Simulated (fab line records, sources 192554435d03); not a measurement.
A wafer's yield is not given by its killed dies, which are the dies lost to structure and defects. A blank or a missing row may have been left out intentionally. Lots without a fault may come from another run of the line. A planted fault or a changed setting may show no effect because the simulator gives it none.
fab line records | flow n5Finfet
[record] lots = 9 wafers = 27 lastDay = 17
route steps=1938 shown ZERO_LAYER@15 WELL_APT@40 PMOS_HMC_CHANNEL_EPI@73 BEOL_M4@1111
lots untouched by any fault: they come from a run of this same line in which no faults occurred
startH: hours from the record's first day to the start of the lot's first wafer shown | waitH: hours since the lot's step before | " identical to the entry in the row above | L1.1+2: a row that stands for several wafers | - no value present, or no start provided | * or withheld: withheld | < > ~ a bound
route shown NAME@n: a module of which the file shows steps, and the number in the route of the first | usual: average and standard deviation across the fault-free wafers | same: alike in all rows | chamber/n: place in a boat | sites: each site's reading | _std_site: standard deviation across them | _edge_site: mean of outer sites minus mean of inner sites | radiusMm: how far each site lies from the wafer's centre | mask NAME#n: copy n | behind: tool/chamber where the wafer was last shaped | hold: reason for holding the lot/hours on hold/outcome of the hold | device: whichever transistor did not switch (one of n, p or np) | end of line: the route-end tests of the same wafers | step lacking rows: just its recipe | killed: the dies lost at the first sort to structure and to defects; this is not the yield of the wafer | map: a wafer's dies, x killed, . not, _ none there
set.NAME: the setting that was run; set.NAME@STEP: the one run at that earlier step | model.NAME: the simulator's own value behind a step, which no gauge read
a sample of lots followed through the steps of the route, with each step as a table and each wafer as a row
services: when a tool's chamber went out of use (startH, in hours from the record's first day, below 0 if earlier), for how many hours, and the reason
[[steps]]
[step N5_ZERO_LAYER_ETCH_17]
[recipe] chemistry = CF4 target = SiO2 targetDepthA = 120 timeS = 13.3 ionEnergyEv = 350 pressureMtorr = 40 sourceW = 450 biasW = 215 Ar_flow_sccm = 100 cf4FlowSccm = 100
[usual] chamberPressureMTorr = 40.00/0.037 drypumpMotorCurrentA = 5.6/0.48 oesProductAu = 0.81/0.086 rfVppV = 950/4 showerheadPlenumPTorr = 2.17/0.064 throttleValvePct = 15.60/0.27
// columns lot.wafer tool chamber startH waitH chamberPressureMTorr drypumpMotorCurrentA oesProductAu rfHoursCounterH rfVppV showerheadPlenumPTorr throttleValvePct
L376.2 rieDiel-03 0 12.94 0.0 40.01 5.7 0.69 225 946 2.12 15.48
L376.3 " 3 " " 39.95 5.7 0.72 230 953 2.20 15.87
L376.4 " 1 " " 40.06 6.6 0.77 144 954 2.22 15.63
L377.1 rieDiel-01 1 18.71 0.0 39.96 5.7 0.84 85 951 2.17 15.48
L377.4 " 3 " " 39.94 5.5 0.68 - 953 2.20 15.94
L377.5 " 2 " " 40.02 4.8 0.92 - 947 2.09 15.27
L379.2 rieDiel-02 3 30.89 0.0 39.94 4.9 0.71 191 953 2.21 15.83
L379.3 " 2 " " 40.07 5.1 0.87 38 945 2.10 15.56
L379.4 " 1 " " 40.00 5.8 0.72 194 947 2.13 16.03
L380.1 rieDiel-03 1 37.14 0.0 40.01 6.6 0.76 152 954 2.22 15.65
L380.4 " 3 " " 40.03 5.7 0.71 - 952 2.19 15.89
L380.5 " 1 " " 39.98 6.6 0.77 - 953 2.22 15.65
L385.1 rieDiel-01 0 66.71 0.0 40.02 5.8 0.91 13 955 2.28 15.64
L385.4 " 3 " " 39.97 5.5 0.95 6 952 2.20 15.47
L385.5 " 3 " " 40.03 5.5 0.95 - 951 2.20 15.47
L390.2 rieDiel-02 3 96.79 0.0 39.94 4.9 0.71 208 954 2.21 15.85
L390.5 " 1 " " 40.08 5.8 0.70 - 947 2.12 16.08
L390.6 " 0 " " 39.98 6.1 0.79 - 954 2.23 15.26
L392.2 rieDiel-02 3 108.87 0.0 40.02 4.9 0.69 212 951 2.21 15.89
L392.3 " 0 " " 39.96 6.1 0.78 123 955 2.23 15.27
L392.6 " 2 " " 39.99 5.1 0.84 - 946 2.09 15.61
L395.1 rieDiel-01 2 126.84 0.0 39.99 4.9 0.87 63 944 2.08 15.32
L395.5 " 3 " " 39.96 5.5 0.91 - 951 2.19 15.51
L395.6 " 0 " " 39.98 5.8 0.88 - 954 2.27 15.68
L399.3 rieDiel-03 0 150.71 0.0 39.99 5.7 0.95 10 947 2.10 15.08
L399.4 " 1 " " 40.02 6.6 0.74 191 952 2.21 15.73
L399.6 " 3 " " 40.00 5.7 0.95 - 951 2.18 15.45
[step N5_WELL_APT_PEB_23]
[recipe] pebTempC = 130 pebTimeS = 90
[usual] exhaustPa = 45.1/0.83
// columns lot.wafer tool chamber startH waitH exhaustPa
L376.2 lithoTrack-02 0 15.09 0.0 44.6
L376.3 " 0 " " 45.0
L376.4 " 0 " " 44.6
L377.1 lithoTrack-05 0 20.59 0.1 45.7
L377.4 " 0 " " 46.1
L377.5 " 0 " " 46.6
L379.2 lithoTrack-03 0 33.07 0.0 46.0
L379.3 " 0 " " 44.6
L379.4 " 0 " " 45.0
L380.1 lithoTrack-03 0 39.11 0.1 45.3
L380.4 " 0 " " 45.1
L380.5 " 0 " " 46.0
L385.1 lithoTrack-02 0 69.41 0.1 46.3
L385.4 " 0 " " 44.2
L385.5 " 0 " " 45.2
L390.2 lithoTrack-03 0 98.77 0.0 44.7
L390.5 " 0 " " 45.2
L390.6 " 0 " " 45.2
L392.2 lithoTrack-03 0 111.32 0.0 45.1
L392.3 " 0 " " 45.7
L392.6 " 0 " " 43.7
L395.1 lithoTrack-05 0 129.39 0.1 44.8
L395.5 " 0 " " 45.5
L395.6 " 0 " " 44.5
L399.3 lithoTrack-02 0 152.77 0.0 45.6
L399.4 " 0 " " 46.1
L399.6 " 0 " " 45.2
[step N5_WELL_APT_CD_MEAS_25]
[recipe] targetCdNm = 200 landingEnergyEv = 500 detector = seInlens
[usual] cdNm = 200.4/1.5
// columns lot.wafer tool chamber startH waitH cdNm
L376.2 cdSem-01 0 15.20 - 198.9
L376.3 " 0 " " 198.0
L376.4 " 0 " " 200.6
L377.1 cdSem-03 0 20.71 - 203.0
L377.4 " 0 " " 200.7
L377.5 " 0 " " 200.8
L379.2 cdSem-03 0 33.18 - 201.6
L379.3 " 0 " " 200.5
L379.4 " 0 " " 199.3
L380.1 cdSem-02 0 39.23 - 200.5
L380.4 " 0 " " 200.6
L380.5 " 0 " " 199.7
L385.1 cdSem-02 0 69.53 - 198.8
L385.4 " 0 " " 200.7
L385.5 " 0 " " 202.5
L390.2 cdSem-03 0 98.88 - 205.1
L390.5 " 0 " " 206.0
L390.6 " 0 " " 207.2
L392.2 cdSem-03 0 111.43 - 208.4
L392.3 " 0 " " 205.7
L392.6 " 0 " " 209.0
L395.1 cdSem-01 0 129.50 - 198.8
L395.5 " 0 " " 199.3
L395.6 " 0 " " 196.8
L399.3 cdSem-02 0 152.88 - 199.7
L399.4 " 0 " " 200.1
L399.6 " 0 " " 201.9
[step N5_PMOS_HMC_CHANNEL_EPI_ETCH_38]
[recipe] chemistry = CF4 target = SiO2 targetDepthA = 15 ionEnergyEv = 350 pressureMtorr = 10 icpW = 800 biasW = 400 cf4FlowSccm = 80
[usual] chamberPressureMTorr = 10.000/0.0088 drypumpMotorCurrentA = 5.6/0.57 oesProductAu = 1.006/0.019 throttleValvePct = 21.73/0.15
// columns lot.wafer tool chamber startH waitH chamberPressureMTorr drypumpMotorCurrentA oesProductAu rfHoursCounterH throttleValvePct
L376.2 rieSi-04 1 17.81 0.0 9.996 6.2 1.026 55 21.68
L376.3 " 3 " " 10.020 4.8 1.006 148 21.86
L376.4 " 0 " " 9.996 5.5 1.027 25 21.67
L377.1 rieSi-01 3 25.03 0.0 9.998 5.6 1.023 118 21.57
L377.4 " 1 " " 9.978 5.8 0.988 154 21.61
L377.5 " 1 " " 10.004 5.8 0.978 - 21.60
L379.2 rieSi-04 2 36.00 0.0 9.988 5.7 1.011 58 21.80
L379.3 " 3 " " 10.003 4.7 0.996 148 21.88
L379.4 " 0 " " 9.993 5.5 1.027 26 21.67
L380.1 rieSi-01 0 42.11 0.0 10.007 6.4 1.005 136 21.39
L380.4 " 2 " " 9.998 5.3 1.017 6 21.82
L380.5 " 1 " " 10.004 5.8 0.986 - 21.60
L385.1 rieSi-02 3 72.33 0.0 9.992 4.8 0.960 108 21.70
L385.4 " 2 " " 9.999 6.6 1.015 157 21.98
L385.5 " 3 " " 9.996 4.8 0.965 - 21.69
L390.2 rieSi-01 1 101.59 0.0 9.991 5.8 0.988 155 21.62
L390.5 " 2 " " 9.988 5.3 1.015 - 21.79
L390.6 " 3 " " 10.011 5.6 1.038 - 21.59
L392.2 rieSi-04 0 114.35 0.0 10.011 5.5 1.020 27 21.65
L392.3 " 2 " " 10.001 5.7 1.018 59 21.80
L392.6 " 3 " " 9.997 4.7 1.004 - 21.86
L395.1 rieSi-02 3 132.20 0.0 10.006 4.8 0.959 109 21.67
L395.5 " 2 " " 9.999 6.6 1.013 - 21.97
L395.6 " 3 " " 9.996 4.8 0.974 - 21.69
L399.3 rieSi-02 1 155.53 0.0 10.013 4.9 1.004 5 21.82
L399.4 " 0 " " 9.992 6.2 0.991 170 21.90
L399.6 " 0 " " 9.994 6.2 0.988 - 21.91
[step N5_PMOS_HMC_CHANNEL_EPI_THK_MEAS_22]
[recipe] reads = SiGe30_of_PMOS_HMC_CHANNEL_EPI_EPI_20
[usual] HMC_CMP_THK = 53.9/0.62
// columns lot.wafer tool chamber startH waitH HMC_CMP_THK[nm]
L376.2 filmMetro-01 - 20.03 - 53.7
L376.3 " - " " 53.0
L376.4 " - " " 53.1
L377.1 filmMetro-02 - 26.86 - 54.5
L377.4 " - " " 53.3
L377.5 " - " " 53.2
L379.2 filmMetro-01 - 37.82 - 54.2
L379.3 " - " " 53.8
L379.4 " - " " 53.2
L380.1 filmMetro-01 - 44.33 - 55.1
L380.4 " - " " 54.5
L380.5 " - " " 53.8
L385.1 filmMetro-02 - 74.15 - 53.6
L385.4 " - " " 53.4
L385.5 " - " " 53.7
L390.2 filmMetro-02 - 103.41 - 53.7
L390.5 " - " " 54.3
L390.6 " - " " 54.3
L392.2 filmMetro-01 - 116.58 - 53.7
L392.3 " - " " 54.5
L392.6 " - " " 54.3
L395.1 filmMetro-02 - 134.03 - 53.6
L395.5 " - " " 53.1
L395.6 " - " " 53.5
L399.3 filmMetro-02 - 157.35 - 53.7
L399.4 " - " " 53.5
L399.6 " - " " 53.8
[step N5_BEOL_M4_RC_MEAS_101]
[usual] DIBL_N = 36.3/1.4 DIBL_P = 36.2/1.5 IOFF_N = 0.160/0.021 IOFF_P = 0.211/0.027 ION_N = 676/7.7 ION_P = 463/5.5 SS_N = 71.4/0.57 SS_P = 73.3/0.58 VT_N = 249.3/2.5 VT_P = -250.1/2.6
// columns lot.wafer tool chamber startH waitH DIBL_N[mV/V] DIBL_P[mV/V] IOFF_N[nA/um] IOFF_P[nA/um] ION_N[uA/um] ION_P[uA/um] SS_N[mV/dec] SS_P[mV/dec] VT_N[mV] VT_P[mV]
L376.2 prober-01 0 163.00 0.2 34.3 34.3 0.147 0.183 673 460 71.0 73.4 249.2 -253.5
L376.3 " 0 " " 35.3 34.4 0.144 0.182 667 455 71.3 73.5 251.0 -253.1
L376.4 " 0 " " 36.3 35.6 0.168 0.192 679 460 72.2 73.1 247.8 -251.2
L377.1 prober-01 0 181.54 0.0 38.2 38.3 0.174 0.251 683 471 72.4 73.7 248.6 -245.4
L377.4 " 0 " " 37.7 36.9 0.154 0.215 675 464 72.0 73.3 250.5 -246.7
L377.5 " 0 " " 39.7 38.2 0.195 0.248 675 465 72.0 73.9 248.5 -249.7
L379.2 prober-02 0 183.71 0.2 37.4 37.7 0.176 0.234 681 472 71.2 74.2 245.6 -246.2
L379.3 " 0 " " 37.2 36.4 0.156 0.216 669 460 71.7 74.4 251.1 -246.7
L379.4 " 0 " " 37.6 37.6 0.172 0.230 673 465 71.4 73.6 246.3 -246.6
L380.1 prober-02 0 189.07 0.0 37.4 38.7 0.190 0.217 691 466 71.3 72.6 247.0 -251.9
L380.4 " 0 " " 35.2 35.6 0.150 0.176 671 457 70.5 72.5 248.2 -253.0
L380.5 " 0 " " 37.5 38.4 0.201 0.208 688 466 71.4 72.7 245.2 -251.5
L385.1 prober-02 0 222.49 0.0 34.5 35.8 0.155 0.194 687 471 71.6 72.5 249.1 -251.3
L385.4 " 0 " " 34.5 35.7 0.148 0.189 685 462 71.3 72.8 249.6 -249.6
L385.5 " 0 " " 34.8 36.1 0.159 0.199 690 467 71.2 73.2 249.1 -253.2
L390.2 prober-01 0 249.96 0.2 36.1 35.9 0.178 0.230 679 475 72.0 74.0 245.3 -247.7
L390.5 " 0 " " 36.5 35.2 0.171 0.226 679 467 71.3 73.6 245.6 -244.8
L390.6 " 0 " " 36.4 35.9 0.180 0.238 681 464 71.5 73.9 246.9 -247.4
L392.2 prober-01 0 265.59 0.2 38.8 38.3 0.210 0.260 679 466 71.5 73.9 245.5 -248.1
L392.3 " 0 " " 36.8 36.7 0.172 0.236 685 462 71.6 73.6 248.6 -248.9
L392.6 " 0 " " 35.9 34.8 0.150 0.195 666 452 71.4 73.1 250.7 -251.8
L395.1 prober-02 0 276.11 0.0 35.1 33.6 0.140 0.178 667 459 70.2 72.8 251.3 -250.3
L395.5 " 0 " " 35.0 34.5 0.153 0.185 680 460 71.4 73.0 246.7 -255.1
L395.6 " 0 " " 34.2 33.2 0.135 0.174 668 455 70.4 72.7 249.4 -253.7
L399.3 prober-01 0 313.48 0.3 36.2 36.6 0.155 0.221 673 465 71.6 74.1 250.7 -249.9
L399.4 " 0 " " 35.2 34.4 0.125 0.181 660 451 70.8 73.0 253.3 -250.6
L399.6 " 0 " " 37.5 37.0 0.157 0.228 673 460 71.8 74.3 250.6 -249.8
[[services]]
// columns tool chamber startH hours kind
rieSi-02 0 -8.21 4.2 repair
rieDiel-01 0 9.85 - clean
rieDiel-01 0 9.85 - consumableReplace:focusRing
rieDiel-01 0 9.85 - consumableReplace:showerhead
rieDiel-01 0 9.85 13.2 scheduledDown
rieDiel-01 0 9.85 13.2 ventCycle
rieDiel-02 3 16.09 6.7 repair
rieDiel-01 3 23.03 - clean
rieDiel-01 3 23.03 - consumableReplace:focusRing
rieDiel-01 3 23.03 18.7 scheduledDown
rieDiel-01 3 23.03 18.7 ventCycle
rieDiel-03 2 33.06 - clean
rieDiel-03 2 33.06 - consumableReplace:focusRing
rieSi-04 3 41.10 3.7 repair
rieSi-01 - 59.69 1.5 repair
rieDiel-03 2 73.19 12.5 repair
rieDiel-02 3 88.48 5.4 repair
rieSi-02 2 101.70 3.4 repair
rieSi-01 3 121.54 2.4 repair
rieSi-01 0 122.46 1.1 repair
rieSi-04 2 122.89 4.2 repair
rieDiel-01 3 135.89 14.2 repair
rieDiel-02 0 141.71 3.3 repair
rieDiel-03 3 151.46 4.3 repair
[[key]]
[firstSign] step = N5_WELL_APT_CD_MEAS_25 reading = cdNm direction = up sigmas = 4.3 usual = 200.4 struck = 206.9
effect none on later readings
metAt N5_WELL_APT_PEB_23
struckLots L390,L392
notActingAt N5_ZERO_LAYER_ETCH_17,N5_PMOS_HMC_CHANNEL_EPI_ETCH_38,N5_PMOS_HMC_CHANNEL_EPI_THK_MEAS_22
onsetBetween 39.11 98.77
[fault] kind = processParameterDrift tool = lithoTrack-03 chamber = - onsetH = 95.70 steps = N5_WELL_APT_PEB_23 channel = pebTimeS offset = * shape = step endH = 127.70 actsIn = * stated = *
